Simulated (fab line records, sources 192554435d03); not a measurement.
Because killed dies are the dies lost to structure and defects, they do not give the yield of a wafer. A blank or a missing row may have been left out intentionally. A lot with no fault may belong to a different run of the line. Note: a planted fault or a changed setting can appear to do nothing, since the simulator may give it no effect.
Lot-split experiment + flow n5 finfet + 21 wafers read from 7 lots, route of 1938 steps

== ON THE SPLIT ==
At N5_GATE_CUT_COAT_35 (time 60 s, resist thk 10 nm), the setting spin rpm was moved away from the recipe's 1500 rpm on 6 of the 21 wafers read, by -10.9% to +7.4%. This setting was run at the recipe's value on the other wafers.

== FROM THE SPLIT TO THE READING: what the file shows between them, 5 steps ==
- N5_GATE_CUT_COAT_27: time 60 s, resist thk 10 nm
- N5_GATE_CUT_COAT_07: resist thk 30 nm
- N5_GATE_CUT_DESCUM_18: chemistry O2, time 7 s
- N5_GATE_CUT_ETCH_28: etches underlayer in N2/H2, target depth 13 nm, time 10.4 s
- N5_GATE_CUT_ETCH_36: etches SiARC in CF4, target depth 13 nm, time 21.7 s

== THE READING ==
SiARC_of_GATE_CUT_COAT_35.thk nm (the simulator's own value, which no gauge read), in nm, at N5_GATE_CUT_ETCH_37 (etches SOC in N2/H2, target depth 60 nm, overetch 12 nm, time 90 s). There is no usual value for it anywhere in the file. Average 6.0 nm, standard deviation 0.13 nm, over the 15 wafers here run with the recipe.

| wafer  | tool, chamber at the split | spin rpm as run, rpm | against the recipe | SiARC_of_GATE_CUT_COAT_35.thk nm, nm | against lot-mates on the recipe |
|--------|----------------------------|----------------------|--------------------|--------------------------------------|---------------------------------|
| L074.2 | litho track-01, 0          | 1500                 | recipe             | 6                                    | -                               |
| L074.3 | litho track-01, 0          | 1543                 | +2.9%              | 6                                    | +0.0                            |
| L074.4 | litho track-01, 0          | 1543                 | +2.9%              | 5.8                                  | -0.2                            |
| L076.1 | litho track-02, 0          | 1500                 | recipe             | 6.2                                  | -                               |
| L076.4 | litho track-02, 0          | 1500                 | recipe             | 6.2                                  | -                               |
| L076.2 | litho track-02, 0          | 1500                 | recipe             | 6                                    | -                               |
| L081.1 | litho track-03, 0          | 1500                 | recipe             | 6                                    | -                               |
| L081.2 | litho track-03, 0          | 1500                 | recipe             | 5.8                                  | -                               |
| L081.4 | litho track-03, 0          | 1500                 | recipe             | 5.8                                  | -                               |
| L083.3 | litho track-02, 0          | 1401                 | -6.6%              | 6.2                                  | +0.2                            |
| L083.6 | litho track-02, 0          | 1401                 | -6.6%              | 6.2                                  | +0.2                            |
| L083.4 | litho track-02, 0          | 1500                 | recipe             | 6                                    | -                               |
| L086.2 | litho track-01, 0          | 1500                 | recipe             | 5.8                                  | -                               |
| L086.4 | litho track-01, 0          | 1500                 | recipe             | 6                                    | -                               |
| L086.5 | litho track-01, 0          | 1336                 | -10.9%             | 6.6                                  | +0.7                            |
| L088.1 | litho track-03, 0          | 1500                 | recipe             | 6.2                                  | -                               |
| L088.3 | litho track-03, 0          | 1500                 | recipe             | 6                                    | -                               |
| L088.4 | litho track-03, 0          | 1611                 | +7.4%              | 5.8                                  | -0.3                            |
| L090.2 | litho track-01, 0          | 1500                 | recipe             | 6                                    | -                               |
| L090.3 | litho track-01, 0          | 1500                 | recipe             | 6                                    | -                               |
| L090.5 | litho track-01, 0          | 1500                 | recipe             | 6                                    | -                               |

FIT RESULTS
A straight line over all 21 wafers: SiARC_of_GATE_CUT_COAT_35.thk nm changes by -0.0402 nm for each +1% of spin rpm; r = -0.77; the points scatter about the line by 0.13 nm.
The same after taking each lot's own level away (the mean of its wafers on the recipe; 21 wafers): -0.0469 nm for each +1%; r = -0.88; scatter 0.096 nm.
According to that fit, moving spin rpm by its largest amount changes the reading by 0.51 nm.
Measured against the standard deviation above, the lots' own levels, which go from 5.87 to 6.13 nm, span 2.1 times it.
So the lot-to-lot level blurs the effect unless lot-mates are compared.
Check: with one of the wafers moved furthest among these (-10.9%) left out of the fit, the line predicts +0.37 nm for it against its lot-mates. Against them it came out at +0.7 nm.

== THE OTHER SPLITS THESE WAFERS WENT THROUGH ==
These wafers also went through other splits before the reading. Each is held against what the fit with the lots' levels taken away leaves over:
| other split on the same wafers | wafers away from the commonest value | r with SiARC_of_GATE_CUT_COAT_35.thk nm (lot level and that fit taken away) |
|--------------------------------|--------------------------------------|-----------------------------------------------------------------------------|
| N5_SD_EPI_P_COAT_35 spin rpm   | 8                                    | -0.21                                                                       |
| N5_ILD0_CMP_03 down force psi  | 6                                    | -0.14                                                                       |
| N5_SDB_COAT_03 spin rpm        | 10                                   | -0.09                                                                       |
| N5_HKMG_FIN_ETCH_55 time s     | 7                                    | -0.09                                                                       |

== THE WHOLE CHAIN: every reading that the file lists as answering this split, in the file's order ==
| step                | what it does                                                       | reading                                                                           | change (the file's fit)                | r (the file's) |
|---------------------|--------------------------------------------------------------------|-----------------------------------------------------------------------------------|----------------------------------------|----------------|
| N5_GATE_CUT_COAT_35 | time 60 s, resist thk 10 nm                                        | SiARC_of_GATE_CUT_COAT_35.thk nm (the simulator's own value, which no gauge read) | -0.0563 nm for each +1% of the setting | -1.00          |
| N5_GATE_CUT_ETCH_36 | etches SiARC in CF4, target depth 13 nm, time 21.7 s               | etch.depth nm (the simulator's own value, which no gauge read)                    | -0.0529 nm for each +1% of the setting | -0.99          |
| N5_GATE_CUT_ETCH_37 | etches SOC in N2/H2, target depth 60 nm, overetch 12 nm, time 90 s | SiARC_of_GATE_CUT_COAT_35.thk nm (the simulator's own value, which no gauge read) | -0.0508 nm for each +1% of the setting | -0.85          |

== THE FILE'S OWN FIT ==
SiARC_of_GATE_CUT_COAT_35.thk nm changes by -0.0508 nm for each +1% of spin rpm, r = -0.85.
